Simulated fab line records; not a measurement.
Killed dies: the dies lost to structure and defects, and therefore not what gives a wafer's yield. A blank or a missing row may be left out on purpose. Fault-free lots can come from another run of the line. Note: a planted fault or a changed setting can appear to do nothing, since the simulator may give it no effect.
fab line records	flow n5-finfet
[record] lots = 9	wafers = 27	last-day = 17
route steps=1938 shown HKMG_FIN@434 BEOL_M4@1111 PASSIVATION@1936
lots that met no fault: taken from a fault-free run of the same line
start-h: start of the lot's first displayed wafer, in hours after the record's first day	wait-h: time in hours since the lot's previous step	" unchanged from the row above	L1.1+2: several wafers, shown together as one row	- no value, or no start was given	* or withheld: withheld	< > ~ a bound
route shown NAME@n: a module of which the file shows steps, and the number in the route of the first	usual: the fault-free wafers' mean and standard deviation	same: alike in all rows	chamber/n: place in a boat	sites: the reading at each site	_std_site: standard deviation across them	_edge_site: mean of outer sites minus mean of inner sites	radius-mm: for every site, how far away it sits from the centre of the wafer	mask NAME#n: copy n	behind: tool/chamber where the wafer was last shaped	hold: why the lot went on hold/how many hours it stayed there/how the hold came to an end	device: whichever transistor did not switch (one of n, p or np)	end of line: the tests these same wafers got at the end of their route	for a step that has no rows: nothing shown but its recipe	killed: at the first sort, the dies lost to defects and structure; wafer yield is something else	map: shows each die of a wafer: x if killed, . if not, _ if none is there
set.NAME: the setting that was run; set.NAME@STEP: the one run at that earlier step	model.NAME: the simulator's own value behind a step, which no gauge read
a sample of lots followed through the steps of the route, with each step as a table and each wafer as a row
services: a tool's chamber out of use, with start hour (start-h, from the record's first day; less than 0 if before it), hours out, and reason
[[steps]]
[step N5_HKMG_FIN_ETCH_31]
[recipe] chemistry = CF4	target = SiARC	target-depth-a = 455	mask-material = CAR-ArF	time-s = 75.8	ion-energy-ev = 80	pressure-mtorr = 40	source-w = 545	bias-w = 36	Ar_flow_sccm = 100	cf4-flow-sccm = 100	ends = cleared
[usual] bias-w = 36.01/0.11	cf4-flow-sccm = 99.98/0.28	drypump-motor-current-A = 5.7/0.55	etch-rf-on-time-s = 76.2/1.2	oes-product-au = 0.66/0.064	rf-fwd-power-W = 538.9/2.8	rf-vpp-V = 184.4/1.1	showerhead-plenum-p-Torr = 2.17/0.058	throttle-valve-pct = 15.69/0.21
lot.wafer	tool	chamber	start-h	wait-h	bias-w	cf4-flow-sccm	drypump-motor-current-A	etch-rf-on-time-s	oes-product-au	rf-fwd-power-W	rf-hours-counter-h	rf-vpp-V	showerhead-plenum-p-Torr	throttle-valve-pct
L349.1	rie-diel-05	0	88.18	0.0	36.06	100.30	6.6	76.0	0.60	537.1	209	185.2	2.12	15.57
L349.4	"	1	"	"	36.03	99.85	5.8	75.7	0.71	538.0	63	184.6	2.26	15.68
L349.5	"	0	"	"	36.15	100.07	6.6	76.1	0.60	541.8	-	183.4	2.12	15.56
L350.1	rie-diel-06	3	92.61	0.0	36.02	99.68	5.8	74.6	0.65	538.4	132	183.6	2.15	15.82
L350.3	"	0	"	"	36.01	100.12	4.9	75.0	0.77	540.4	18	186.4	2.11	15.56
L350.5	"	0	"	"	35.92	99.99	4.9	75.3	0.76	542.3	-	183.6	2.11	15.56
L353.2	rie-diel-01	0	116.45	0.0	36.00	100.48	5.1	78.0	0.73	540.9	37	183.5	2.08	15.53
L353.3	"	3	"	"	36.00	100.27	5.2	74.9	0.63	537.7	185	185.3	2.22	16.04
L353.6	"	1	"	"	36.02	100.63	5.9	77.4	0.58	540.9	-	183.3	2.11	15.88
L359.1	rie-diel-05	2	151.07	0.0	35.77	99.88	5.1	76.5	0.60	540.3	207	185.5	2.21	15.92
L359.3	"	0	"	"	36.05	99.78	6.6	76.0	0.58	538.8	228	182.1	2.12	15.60
L359.4	"	1	"	"	36.12	100.10	5.7	75.9	0.69	537.1	86	186.6	2.25	15.74
L360.2	rie-diel-06	1	154.12	0.0	36.01	100.06	5.1	76.7	0.65	537.1	143	184.4	2.15	15.54
L360.3	"	2	"	"	35.98	100.00	6.6	77.9	0.60	537.9	220	185.4	2.20	15.85
L360.5	"	3	"	"	36.06	99.60	5.8	76.1	0.63	539.5	-	184.8	2.14	15.86
L361.2	rie-diel-05	2	158.34	0.0	36.17	100.00	5.1	76.8	0.59	542.4	210	184.9	2.21	15.91
L361.3	"	0	"	"	35.87	99.78	6.5	77.3	0.59	541.6	231	183.6	2.12	15.60
L361.5	"	0	"	"	35.87	99.78	6.6	77.3	0.58	539.5	-	184.6	2.12	15.59
L366.3	rie-diel-01	0	190.48	0.0	36.03	100.00	5.1	79.0	0.69	539.2	65	182.7	2.08	15.59
L366.5	"	2	"	"	35.84	99.98	6.1	76.2	0.63	543.3	-	185.7	2.21	15.77
L366.6	"	1	"	"	36.15	99.92	5.9	75.3	0.80	538.6	-	184.4	2.10	15.43
L368.1	rie-diel-01	3	202.94	0.0	35.81	99.37	5.2	73.7	0.62	539.1	213	184.9	2.21	16.10
L368.2	"	2	"	"	36.08	100.19	6.1	75.3	0.63	539.3	197	185.8	2.21	15.77
L368.4	"	0	"	"	36.08	99.99	5.2	77.6	0.70	541.4	70	183.6	2.07	15.64
L370.1	rie-diel-06	1	215.60	0.0	36.13	100.44	5.2	76.7	0.63	533.2	161	185.2	2.14	15.56
L370.2	"	3	"	"	35.83	99.40	5.8	75.7	0.62	537.9	173	184.8	2.13	15.90
L370.6	"	3	"	"	35.83	99.85	5.8	75.5	0.63	540.3	-	184.6	2.13	15.89
[step N5_HKMG_FIN_STRIP_92]
[recipe] chemistry = N2/H2	material = SOC	time-s = 20	power-w = 500	temp-c = 40	pressure-mtorr = 50	rf-frequency-hz = 6e+07	bias-power-w = 8	h2-frac = 0.5	n2-flow-sccm = 300	h2-flow-sccm = 300
[usual] bias-power-w = 7.998/0.023	drypump-motor-current-A = 5.7/0.55	oes-product-au = 0.78/0.075	rf-fwd-power-W = 496.1/2.4	rf-vpp-V = 54.3/0.78	showerhead-plenum-p-Torr = 3.40/0.094	throttle-valve-pct = 18.9/0.31
lot.wafer	tool	chamber	start-h	wait-h	bias-power-w	drypump-motor-current-A	oes-product-au	rf-fwd-power-W	rf-hours-counter-h	rf-vpp-V	showerhead-plenum-p-Torr	throttle-valve-pct
L349.1	rie-diel-05	0	88.59	0.1	8.021	6.6	0.71	494.8	209	53.1	3.32	19.4
L349.4	"	1	"	"	7.982	5.8	0.83	494.5	64	55.1	3.54	19.1
L349.5	"	0	"	"	8.008	6.6	0.71	496.4	-	53.5	3.32	19.4
L350.1	rie-diel-06	3	93.02	0.1	8.057	5.8	0.76	494.3	132	54.4	3.37	19.1
L350.3	"	0	"	"	7.998	5.0	0.89	500.0	19	53.9	3.30	18.8
L350.5	"	0	"	"	7.994	4.9	0.91	496.8	-	54.9	3.30	18.8
L353.2	rie-diel-01	0	116.87	0.1	7.997	5.1	0.85	498.1	37	54.4	3.26	18.6
L353.3	"	3	"	"	7.984	5.2	0.73	497.2	185	53.9	3.46	19.2
L353.6	"	1	"	"	8.012	5.9	0.67	496.6	-	53.2	3.31	19.3
L359.1	rie-diel-05	2	151.48	0.1	8.012	5.1	0.69	498.8	207	55.8	3.48	19.2
L359.3	"	0	"	"	8.002	6.6	0.69	494.4	228	53.7	3.31	19.4
L359.4	"	1	"	"	8.032	5.7	0.79	495.2	86	54.3	3.53	19.2
L360.2	rie-diel-06	1	154.54	0.1	7.990	5.1	0.76	490.7	143	54.3	3.35	18.5
L360.3	"	2	"	"	7.994	6.6	0.71	492.9	221	53.7	3.44	18.7
L360.5	"	3	"	"	7.998	5.8	0.74	497.7	-	53.4	3.36	19.1
L361.2	rie-diel-05	2	158.75	0.1	8.023	5.1	0.69	496.7	210	54.4	3.47	19.2
L361.3	"	0	"	"	7.972	6.6	0.68	495.1	232	53.6	3.31	19.4
L361.5	"	0	"	"	7.953	6.6	0.68	495.6	-	53.9	3.31	19.4
L366.3	rie-diel-01	0	190.90	0.1	8.011	5.2	0.81	494.2	65	55.0	3.25	18.6
L366.5	"	2	"	"	8.021	6.1	0.74	498.3	-	54.2	3.48	19.4
L366.6	"	1	"	"	7.996	5.9	0.94	498.3	-	54.5	3.29	18.9
L368.1	rie-diel-01	3	203.35	0.1	7.955	5.3	0.72	498.3	213	53.1	3.44	19.2
L368.2	"	2	"	"	7.996	6.1	0.73	495.9	197	53.4	3.48	19.4
L368.4	"	0	"	"	8.016	5.1	0.81	496.7	70	52.4	3.24	18.6
L370.1	rie-diel-06	1	216.02	0.1	8.005	5.2	0.75	496.2	162	55.8	3.34	18.5
L370.2	"	3	"	"	8.011	5.8	0.73	494.6	173	54.0	3.35	19.2
L370.6	"	3	"	"	7.979	5.8	0.72	494.1	-	56.1	3.35	19.1
[step N5_HKMG_FIN_STRIP_19]
[recipe] chemistry = N2/H2	power-w = 2500	temp-c = 300	h2-frac = 0.65	time-s = 360	pressure-mtorr = withheld	n2-flow-sccm = 1750	h2-flow-sccm = 3250
[usual] drypump-motor-current-A = 5.8/0.39	heater-power-w = 467/40
lot.wafer	tool	chamber	start-h	wait-h	drypump-motor-current-A	heater-power-w	rf-hours-counter-h
L349.1	plasma-asher-02	1	88.74	0.0	6.0	472	39
L349.4	"	1	"	"	6.0	469	-
L349.5	"	1	"	"	6.0	473	-
L350.1	plasma-asher-02	1	93.17	0.0	6.0	458	41
L350.3	"	0	"	"	6.2	487	-
L350.5	"	0	"	"	6.2	482	-
L353.2	plasma-asher-01	0	117.01	0.0	5.3	514	90
L353.3	"	1	"	"	6.0	419	-
L353.6	"	0	"	"	5.3	493	-
L359.1	plasma-asher-01	0	151.67	0.1	5.2	515	98
L359.3	"	0	"	"	5.3	503	-
L359.4	"	1	"	"	6.1	418	-
L360.2	plasma-asher-01	1	154.68	0.0	6.0	412	99
L360.3	"	0	"	"	5.3	510	-
L360.5	"	0	"	"	5.2	517	-
L361.2	plasma-asher-01	1	158.90	0.0	6.1	397	100
L361.3	"	1	"	"	6.0	404	-
L361.5	"	1	"	"	6.0	411	-
L366.3	plasma-asher-01	0	191.16	0.1	5.3	493	-
L366.5	"	1	"	"	6.0	413	-
L366.6	"	0	"	"	5.3	505	-
L368.1	plasma-asher-01	0	203.50	0.0	5.2	510	109
L368.2	"	1	"	"	6.0	421	109
L368.4	"	1	"	"	6.0	411	-
L370.1	plasma-asher-01	1	216.16	0.0	6.1	419	112
L370.2	"	0	"	"	5.2	497	112
L370.6	"	1	"	"	6.0	418	-
[step N5_HKMG_FIN_WET_ETCH_73]
[recipe] chemistry = SC1	mix = 1:2:40	temp-c = 50	time-s = 42.3	target-depth-nm = 1.3	dry = ipa-marangoni	rinse-time-s = 30	rinse-temp-c = 23
[usual] bath-guard-temp-C = 50.0/0.5	bath-heat-duty-pct = 6.9/0.81
lot.wafer	tool	chamber	start-h	wait-h	bath-guard-temp-C	bath-heat-duty-pct
L349.1	wet-bench-02	7	91.19	0.1	49.6	7.0
L349.4	"	1	"	"	50.0	5.8
L349.5	"	2	"	"	50.3	8.0
L350.1	wet-bench-05	4	95.21	0.1	50.1	7.4
L350.3	"	2	"	"	49.4	7.2
L350.5	"	5	"	"	49.2	8.0
L353.2	wet-bench-03	6	119.08	0.1	50.2	8.9
L353.3	"	2	"	"	50.3	6.9
L353.6	"	1	"	"	50.3	5.6
L359.1	wet-bench-02	5	153.65	0.1	-	-
L359.3	"	0	"	"	-	-
L359.4	"	4	"	"	-	-
L360.2	wet-bench-02	4	156.69	0.1	-	-
L360.3	"	5	"	"	-	-
L360.5	"	2	"	"	-	-
L361.2	wet-bench-05	0	160.86	0.1	-	-
L361.3	"	5	"	"	-	-
L361.5	"	6	"	"	-	-
L366.3	wet-bench-02	3	193.10	0.1	50.8	7.1
L366.5	"	2	"	"	50.1	8.1
L366.6	"	4	"	"	50.0	6.7
L368.1	wet-bench-05	5	205.47	0.1	49.6	6.8
L368.2	"	6	"	"	50.6	6.8
L368.4	"	2	"	"	49.8	7.9
L370.1	wet-bench-03	6	218.52	0.1	49.9	8.1
L370.2	"	5	"	"	49.3	7.2
L370.6	"	4	"	"	50.2	6.2
[step N5_BEOL_M4_RC_MEAS_101]
[usual] DIBL_N = 35.8/1.6	DIBL_P = 36.0/2.1	IOFF_N = 0.153/0.026	IOFF_P = 0.21/0.037	ION_N = 673/11	ION_P = 462/7.6	SS_N = 71.4/0.53	SS_P = 73.2/0.67	VT_N = 250/3.2	VT_P = -250/3.7
lot.wafer	tool	chamber	start-h	wait-h	DIBL_N[mV/V]	DIBL_P[mV/V]	IOFF_N[nA/um]	IOFF_P[nA/um]	ION_N[uA/um]	ION_P[uA/um]	SS_N[mV/dec]	SS_P[mV/dec]	VT_N[mV]	VT_P[mV]
L349.1	prober-01	0	191.95	0.0	36.7	38.9	0.176	0.28	693	472	71.4	74.1	250	-243
L349.4	"	0	"	"	37.7	40.2	0.201	0.32	682	477	72.1	74.1	246	-240
L349.5	"	0	"	"	35.7	37.7	0.146	0.26	673	470	71.0	73.2	252	-244
L350.1	prober-02	0	192.23	0.0	38.4	37.5	0.175	0.22	679	461	72.8	73.6	251	-251
L350.3	"	0	"	"	39.5	39.5	0.193	0.27	685	473	72.2	74.4	250	-249
L350.5	"	0	"	"	36.4	35.9	0.144	0.20	678	464	70.8	73.0	251	-253
L353.2	prober-02	0	207.61	0.2	37.0	38.7	0.192	0.25	690	467	71.4	73.6	248	-247
L353.3	"	0	"	"	35.2	35.6	0.153	0.20	680	464	71.2	73.2	250	-253
L353.6	"	0	"	"	35.6	36.5	0.159	0.21	670	463	71.8	72.8	252	-250
L359.1	prober-02	0	240.69	0.0	33.4	32.2	0.113	0.16	656	449	71.4	71.8	254	-252
L359.3	"	0	"	"	33.7	32.9	0.112	0.17	659	457	70.6	72.4	255	-251
L359.4	"	0	"	"	36.6	37.2	0.168	0.23	684	465	71.2	73.2	249	-248
L361.2	prober-02	0	249.67	0.2	38.2	38.4	0.195	0.25	687	470	71.4	74.1	247	-247
L361.3	"	0	"	"	36.9	36.4	0.161	0.22	676	463	71.7	73.1	248	-247
L361.5	"	0	"	"	35.5	36.7	0.151	0.23	679	468	71.4	73.3	249	-247
L360.2	prober-01	0	251.81	0.2	34.2	35.2	0.139	0.20	672	467	71.2	72.5	252	-251
L360.3	"	0	"	"	34.2	34.9	0.136	0.21	676	472	71.8	72.8	253	-248
L360.5	"	0	"	"	35.0	35.9	0.168	0.23	678	466	71.3	73.4	247	-249
L366.3	prober-01	0	289.61	0.3	36.5	36.6	0.159	0.20	669	459	71.4	73.7	253	-251
L366.5	"	0	"	"	37.5	37.0	0.174	0.21	680	464	72.2	73.4	250	-249
L366.6	"	0	"	"	34.7	35.0	0.136	0.18	661	460	70.6	72.9	253	-254
L368.1	prober-02	0	302.40	0.0	37.5	38.2	0.156	0.21	668	458	71.6	73.6	251	-251
L368.2	"	0	"	"	38.3	39.0	0.157	0.24	672	469	71.8	74.3	252	-250
L368.4	"	0	"	"	38.3	38.8	0.167	0.22	674	458	71.5	73.8	248	-249
L370.1	prober-01	0	306.13	0.0	38.3	36.3	0.182	0.21	675	454	71.5	73.9	248	-251
L370.2	"	0	"	"	34.6	32.5	0.124	0.17	668	456	71.3	72.6	254	-253
L370.6	"	0	"	"	35.0	33.8	0.136	0.18	665	461	71.1	73.1	249	-253
[step N5_PASSIVATION_PROBE_49]
[usual] defect-limited-yield = 91.3/1.5	killed_at_M0_to_M3 = 33/12	killed_at_M4_up = 13/5.2	killed-at-contacts = 13/6.7	killed-at-front-end = 40/11	killed-at-other = 4.1/2.7	killed-dies = 103/17	killed-open = 69/13	killed-short = 33/8.4	sort_bin_5_function = 5.1/1	sort_bin_6_memory = 3.2/0.62	sort-n-pass = 1077/17	sort-yield-pct = 91.3/1.5
[same] gross-dies = 1180	killed-at-back-side = 0	sort_bin_4_leakage[%] = 0	sort_bin_8_speed[%] = 0
lot.wafer	tool	chamber	start-h	wait-h	defect-limited-yield[%]	killed_at_M0_to_M3	killed_at_M4_up	killed-at-contacts	killed-at-front-end	killed-at-other	killed-dies	killed-open	killed-short	sort_bin_5_function[%]	sort_bin_6_memory[%]	sort-n-pass	sort-yield-pct[%]
L359.1	prober-01	-	344.00	0.0	91.7	17	14	24	41	2	98	67	30	5.2	2.8	1082	91.7
L359.3	prober-01	-	344.10	0.1	90.8	16	13	15	62	3	109	84	25	5.3	3.6	1071	90.8
L359.4	prober-01	-	344.15	0.2	91.0	29	18	9	42	8	106	70	35	5.9	2.9	1074	91.0
// killed by level:class
L359.1 MOL_CONTACT_COAG:geometric-particle:open=19 FIN_SAQP:geometric-particle:open=11 BEOL_M4:geometric-particle:open=8 STI_FIN_REVEAL:geometric-particle:open=7 MOL_CONTACT_COAG:geometric-particle:short=5 FIN_SAQP:geometric-particle:short=4 DUMMY_GATE:geometric-particle:short=4 GATE_CUT:geometric-particle:short=4
L359.3 FIN_SAQP:geometric-particle:open=20 STI_FIN_REVEAL:geometric-particle:open=12 MOL_CONTACT_COAG:geometric-particle:open=11 FIN_SAQP:geometric-particle:short=8 BEOL_M3:geometric-particle:open=8 DUMMY_GATE:geometric-particle:open=7 BEOL_M4:geometric-particle:open=5 MOL_CONTACT_COAG:geometric-particle:short=4
L359.4 STI_FIN_REVEAL:geometric-particle:open=9 MOL_CONTACT_COAG:geometric-particle:open=7 BEOL_M2:geometric-particle:open=7 STARTING-WAFER:geometric-particle:open=6 BEOL_M0_SAQP:geometric-particle:short=5 BEOL_M1:geometric-particle:open=5 BEOL_M5:geometric-particle:open=5 PASS1_CAP:geometric-particle:short=5
[[services]]
tool	chamber	start-h	hours	kind
rie-diel-06	3	73.64	6.6	repair
rie-diel-05	2	80.74	5.5	repair
wet-bench-02	-	107.12	2.6	repair
rie-diel-05	0	110.92	6.6	repair
rie-diel-06	1	116.06	7.0	repair
rie-diel-01	1	140.38	-	clean
rie-diel-01	1	140.38	-	consumable-replace:focus-ring
rie-diel-01	1	140.38	15.4	scheduled-down
rie-diel-01	1	140.38	15.4	vent-cycle
plasma-asher-02	-	142.88	3.1	repair
wet-bench-03	-	147.21	5.3	repair
wet-bench-03	-	157.16	1.3	repair
rie-diel-01	1	194.65	3.8	repair
rie-diel-05	1	208.51	1.2	repair
rie-diel-05	0	212.49	-	clean
rie-diel-05	0	212.49	-	consumable-replace:focus-ring
rie-diel-05	0	212.49	26.6	scheduled-down
rie-diel-05	0	212.49	26.6	vent-cycle
[[key]]
[first-sign] step = N5_HKMG_FIN_WET_ETCH_73	reading = tool-record	direction = missing
effect none on later readings
met-at N5_HKMG_FIN_WET_ETCH_73
struck-lots L359,L360,L361
not-acting-at N5_HKMG_FIN_ETCH_31,N5_HKMG_FIN_STRIP_92,N5_HKMG_FIN_STRIP_19
onset-between 95.21 153.65
[fault] kind = skipped-step-whole	tool = wet-bench-02,wet-bench-05	chamber = -	onset-h = 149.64	steps = N5_HKMG_FIN_WET_ETCH_73	scope = struck-lots-only
